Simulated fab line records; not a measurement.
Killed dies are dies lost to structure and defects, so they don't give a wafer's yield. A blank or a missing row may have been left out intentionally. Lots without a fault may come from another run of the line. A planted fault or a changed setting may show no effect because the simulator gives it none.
Chamber matching | flow n5_finfet | 3 sister chambers for N5_BEOL_M5_PECVD_70 on pecvd-01
The step deposits SiO2 from TEOS/O2, target thk 16 nm, time 18 s. 6 wafers are shown with their chamber, then 8 later ones without.

== EACH WAFER AND ITS CHAMBER ==
wafer  | chamber | throttle_valve_pct (%) | showerhead_plenum_p_Torr (Torr)
L083.1 | 2       | 21.1                   | 8.81
L083.3 | 1       | 22.1                   | 8.89
L081.2 | 1       | 22.2                   | 8.90
L081.3 | 2       | 20.8                   | 8.82
L081.5 | 0       | 22.9                   | 8.80
L085.1 | 0       | 22.8                   | 8.84

== WAFERS MISSING THEIR CHAMBER ==
wafer  | throttle_valve_pct (%) | showerhead_plenum_p_Torr (Torr)
L085.4 | 20.9                   | 8.84
L085.5 | 23.1                   | 8.78
L088.3 | 21.1                   | 8.84
L088.4 | 22.9                   | 8.80
L088.5 | 22.9                   | 8.80
L092.2 | 21.2                   | 8.83
L092.3 | 20.7                   | 8.89
L092.4 | 20.5                   | 8.89

== THE CHAMBER EACH PASSED THROUGH ==
wafer  | from the rows above | in truth
L085.4 | 2                   | 2
L085.5 | 0                   | 0
L088.3 | 2                   | 2
L088.4 | 0                   | 0
L088.5 | 0                   | 0
L092.2 | 2                   | 2
L092.3 | 2                   | 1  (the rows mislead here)
L092.4 | 2                   | 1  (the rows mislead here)
Correct placement for 6 of the 8. From these rows, 0 cannot be placed. Number placed wrongly: 2.
How it was worked out, from the rows above alone: a wafer's distance from a chamber is the root of the sum, over the readings, of the square of ((its reading less the chamber's mean) divided by the reading's scatter). If the next closest chamber is less than 2 further off than the closest, the wafer can't be placed; otherwise it belongs to the closest. The mean given for a chamber averages the wafers shown for that chamber. The scatter: the root of (the sum of the squares of (reading less its chamber's mean) over the shown wafers, divided by (wafers less chambers)).
